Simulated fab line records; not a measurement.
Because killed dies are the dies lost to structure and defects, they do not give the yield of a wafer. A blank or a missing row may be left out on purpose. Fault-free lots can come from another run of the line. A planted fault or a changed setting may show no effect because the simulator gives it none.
A lot that was struck, set against a sound lot -- flow nandHarc -- 12 steps out of a route of 1159
Sound: these wafers, L570.3, L570.4, L570.6. Struck: wafer L557.4 (L557.3, L557.5, from the same lot, were not struck and are left out); the cause is given at the end.
Order at every step that has rows: each side's tool, ch and its chambers, its first start. Under that, the readings that differ: sound wafers -- struck wafers -- difference of the means -- sigmas: that difference in standard deviations of wafers without a fault.
alike: a reading whose means differ by less than 2 such deviations, as well as words and numbers matching on both sides. not compared: withheld readings; readings where some wafer has no value; bounds like >300 that might hide an equal value; numbers whose values overlap and for which the record gives no deviation.
Wherever a step has rows on one side only, a row that says differs or no value, or a row with sigmas, the two part there. When numbers do not overlap yet have no deviation, they are printed without sigmas and do not part them. Lack of a reading on every wafer of one side parts them only where that side has two or more wafers.

NHARC_A_SLIT_CD_MEAS_21:
  sound: cdSem-02 at day 19 00:56; struck: cdSem-02 at day 15 09:33
reading,sound,struck,difference,sigmas
cdNm (nm),290.6 290.9 290.4,288.5,-2.1,-2
then, 3 steps without rows for these wafers: NHARC_A_SIN_REMOVE_WET_00 (chemistry H3PO4, time 15300 s); NHARC_A_SIN_REMOVE_PRECLEAN_01 (cleans in SC1); NHARC_A_SIN_REMOVE_SRD_02.
NHARC_A_SIN_REMOVE_INSPECT_04:
  sound: defectInspect-02 at day 19 08:17; struck: defectInspect-01 at day 15 17:16
  alike: rawDefectCount
NHARC_A_WL_FILL_ALD_00: deposits Al2O3, target thk 3 nm, pulse time 3 s, ald cycles 30.
  sound on aldHk-03 ch 1,2,3, day 19 08:41; struck on aldHk-04 ch 1, day 15 17:20
  alike: heaterPowerW, precursorPulseHeightRel
NHARC_A_WL_FILL_RTA_01: time 5 s.
  sound on rtpAnneal-01 ch 0, day 19 08:59; struck on rtpAnneal-01 ch 0, day 15 17:39
  alike: lampPowerPct, lamp_zone_2_pct, wafer_temp_C_max
then, 1 step without rows for these wafers: NHARC_A_WL_FILL_ALD_02 (deposits TiN, target thk 2 nm, pulse time 3 s, ald cycles 100).
NHARC_A_WL_FILL_CVD_03: deposits W, target thk 40 nm, time 3302 s.
  sound on cvdW-02 ch 0, day 19 14:02; struck on cvdW-02 ch 0, day 15 20:50
  alike: heaterPowerW, throttleValvePct
NHARC_A_WL_FILL_ETCHBACK_04: etches the open film in NF3, target depth 60 nm, time 120 s.
  sound on rieMetal-01 ch 0,1, day 19 18:17; struck on rieMetal-02 ch 0, day 15 23:15
  alike: chamberPressureMTorr, drypumpMotorCurrentA, oesProductAu, runLengthS
  not compared: rfHoursCounterH
NHARC_A_WL_FILL_ETCHBACK_05: etches the open film in Cl2/BCl3, target depth 22 nm, time 60 s.
  sound on rieMetal-01 ch 0,1, day 19 18:29; struck on rieMetal-02 ch 0, day 15 23:27
reading,sound,struck,difference,sigmas
runLengthS (s),81.3 81.5 81.5,55.1,-26.3,-71
  alike: chamberPressureMTorr, drypumpMotorCurrentA, oesProductAu
  not compared: rfHoursCounterH
NHARC_A_WL_FILL_STRIP_27: strips in N2/H2, time 20 s.
  sound on plasmaAsher-02 ch 0,1, day 19 18:38; struck on plasmaAsher-02 ch 0, day 15 23:37
  alike: drypumpMotorCurrentA, heaterPowerW
  not compared: rfHoursCounterH

WHERE THEY PART
Earliest at NHARC_A_SLIT_CD_MEAS_21; latest, in this record, at NHARC_A_WL_FILL_ETCHBACK_05. Later steps at which nothing parts them and some readings are alike: NHARC_A_WL_FILL_STRIP_27.

WHY: what had been put in by the simulator
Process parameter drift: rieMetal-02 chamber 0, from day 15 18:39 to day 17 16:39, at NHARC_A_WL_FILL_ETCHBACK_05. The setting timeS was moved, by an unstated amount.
